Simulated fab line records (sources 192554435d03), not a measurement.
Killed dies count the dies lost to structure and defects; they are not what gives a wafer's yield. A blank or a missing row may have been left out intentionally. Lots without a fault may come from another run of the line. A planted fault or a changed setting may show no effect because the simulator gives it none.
Struck lot and sound lot, side by side / flow n5Finfet / 24 steps out of a route of 1938
Sound: the wafers L808.3, L808.4, L808.6. Struck: wafer L812.4 (left out: L812.1, a lot-mate that was not struck); the cause follows at the end.
At each step with rows: each side's tool, then ch and its chambers, then its first start. Under that, the readings that differ: sound wafers / struck wafers / difference of the means / sigmas: that difference in standard deviations of wafers without a fault.
alike: a reading whose means differ by less than 2 such deviations, as well as words and numbers matching on both sides. not compared: withheld readings; readings where some wafer has no value; bounds like >300 that might hide an equal value; numbers whose values overlap and for which the record gives no deviation.
Wherever a step has rows on one side only, a row that says differs or no value, or a row with sigmas, the two part there. Non-overlapping numbers with no deviation appear without sigmas and do not part them. Lack of a reading on every wafer of one side parts them only where that side has two or more wafers.

first, 1 step without rows for these wafers: N5_BEOL_M12_HARDBAKE_32 (time 120 s).
N5_BEOL_M12_CD_MEAS_28 targets a cd of 160.2 nm.
  sound on cdSem-01 ch 0, day 13 05:37; struck on cdSem-03 ch 0, day 14 12:27
reading=cdNm (nm); sound=159.3 159.8 158.6; struck=161.3; difference=+2.1; sigmas=+2
N5_BEOL_M12_OVL_MEAS_29:
  sound on overlay-02 ch 0, day 13 05:38; struck on overlay-01 ch 0, day 14 12:29
  alike: M12_OVL
N5_BEOL_M12_INSPECT_30: inspects for defects (macro).
  struck on defectInspect-02, day 14 12:30; sound on defectInspect-02, day 13 05:40
  alike: rawDefectCount
then, 1 step without rows for these wafers: N5_BEOL_M12_DESCUM_33 (chemistry O2, time 7.9 s).
N5_BEOL_M12_ETCH_67: etches SiARC in CF4, target depth 143 nm, time 238.3 s.
  sound on rieDiel-06 ch 0,2,3, day 13 05:44; struck on rieDiel-06 ch 0, day 14 12:35
  alike: drypumpMotorCurrentA, etchRfOnTimeS, oesProductAu, rfVppV, showerheadPlenumPTorr, throttleValvePct
  not compared: rfHoursCounterH
then, 4 steps without rows for these wafers: N5_BEOL_M12_ETCH_68 (etches SOC in N2/H2, time 285 s); N5_BEOL_M12_STRIP_69 (strips in N2/H2); N5_BEOL_M12_TRENCH_ETCH_34 (etches SiOC in C4F8/O2/Ar, target depth 318.95 nm, time 125.5 s); N5_BEOL_M12_STRIP_70 (strips in C4F8/O2/Ar).
N5_BEOL_M12_OCD_MEAS_35:
  struck on ocd-02, day 14 13:04; sound on ocd-02, day 13 06:13
  alike: trenchDepthNm
N5_BEOL_M12_STRIP_37: strips in N2/H2.
  sound on plasmaAsher-02 ch 0,1, day 13 06:17; struck on plasmaAsher-01 ch 0, day 14 13:07
reading=drypumpMotorCurrentA (A); sound=5.31 5.29 5.28; struck=5.50; difference=+0.21; sigmas=+2
  alike: heaterPowerW, oesProductAu
  not compared: rfHoursCounterH
N5_BEOL_M12_ETCH_38: etches SiCN in CF4/N2, target depth 68.7 nm, time 73.4 s.
  sound on rieDiel-06 ch 1,3, day 13 07:11; struck on rieDiel-03 ch 1, day 14 13:22
reading=oesProductAu (a.u.); sound=0.80 0.80 0.80; struck=1.02; difference=+0.22; sigmas=+3
reading=rfVppV (V); sound=381.8 381.9 381.4; struck=385.6; difference=+3.9; sigmas=+2
reading=showerheadPlenumPTorr (Torr); sound=2.13 2.21 2.13; struck=2.32; difference=+0.16; sigmas=+2
reading=model.etch.depthNm (nm); sound=59.73 59.94 59.68; struck=80.86; difference=+21.08; sigmas=
reading=model.SiOC_of_BEOL_M12_ILD_DEP_00.thkNm (nm); sound=608.8 613.8 616.8; struck=600; difference=-13; sigmas=
  alike: drypumpMotorCurrentA, throttleValvePct
  not compared: rfHoursCounterH
then, 2 steps without rows for these wafers: N5_BEOL_M12_PRECLEAN_39 (cleans in residue remover, time 60 s); N5_BEOL_M12_SRD_40 (time 30 s, dry time 30 s).
N5_BEOL_M12_DEGAS_41: time 60 s.
  struck on pvdSputter-01, day 14 14:00; sound on pvdSputter-01, day 13 07:47
  alike: heaterPowerW
N5_BEOL_M12_PRE_CLEAN_42: time 30 s.
  struck on pvdSputter-01, day 14 14:02; sound on pvdSputter-01, day 13 07:49
  alike: heaterPowerW
then, 1 step without rows for these wafers: N5_BEOL_M12_SPUTTER_43 (material TaN, target thk 15 nm, time 24.19 s).
N5_BEOL_M12_SPUTTER_44: material Ta, target thk 10 nm, time 16.13 s.
  struck on pvdSputter-01, day 14 14:10; sound on pvdSputter-01, day 13 07:56
  alike: throttleValvePct
then, 3 steps without rows for these wafers: N5_BEOL_M12_SPUTTER_45 (material Cu, target thk 80 nm, time 13.33 s); N5_BEOL_M12_ECD_47 (material Cu, target thk 720 nm); N5_BEOL_M12_ANNEAL_48 (time 90 s).
N5_BEOL_M12_CMP_49: polishes, stops on SiOC, t overpolish 20.6 s, target thk 320 nm.
  sound on cmp-04 ch 2,3, day 13 08:50; struck on cmp-02 ch 1, day 14 14:50
reading=barrierFieldEndpointS (s); sound=31.7 31.3 31.1; struck=29.4; difference=-2.0; sigmas=-3
reading=motorCurrentA (A); sound=4.9 5.5 5.7; struck=6.9; difference=+1.5; sigmas=+2
reading=overpolishRunS (s); sound=20.582 20.597 20.587; struck=20.616; difference=+0.027; sigmas=+3
reading=model.SiOC_of_BEOL_M12_ILD_DEP_00.thkNm (nm); sound=598.8 603.8 606.8; struck=590; difference=-13; sigmas=
N5_BEOL_M12_THK_MEAS_50: measures by xrf.
  struck on filmMetro-02, day 14 15:05; sound on filmMetro-01, day 13 09:08
  alike: M12_THK

WHERE THEY PART
Last at N5_BEOL_M12_CMP_49 as far as this record goes, first at N5_BEOL_M12_CD_MEAS_28. Later steps at which nothing parts them and some readings are alike: N5_BEOL_M12_THK_MEAS_50.

WHY: what the simulator had put in
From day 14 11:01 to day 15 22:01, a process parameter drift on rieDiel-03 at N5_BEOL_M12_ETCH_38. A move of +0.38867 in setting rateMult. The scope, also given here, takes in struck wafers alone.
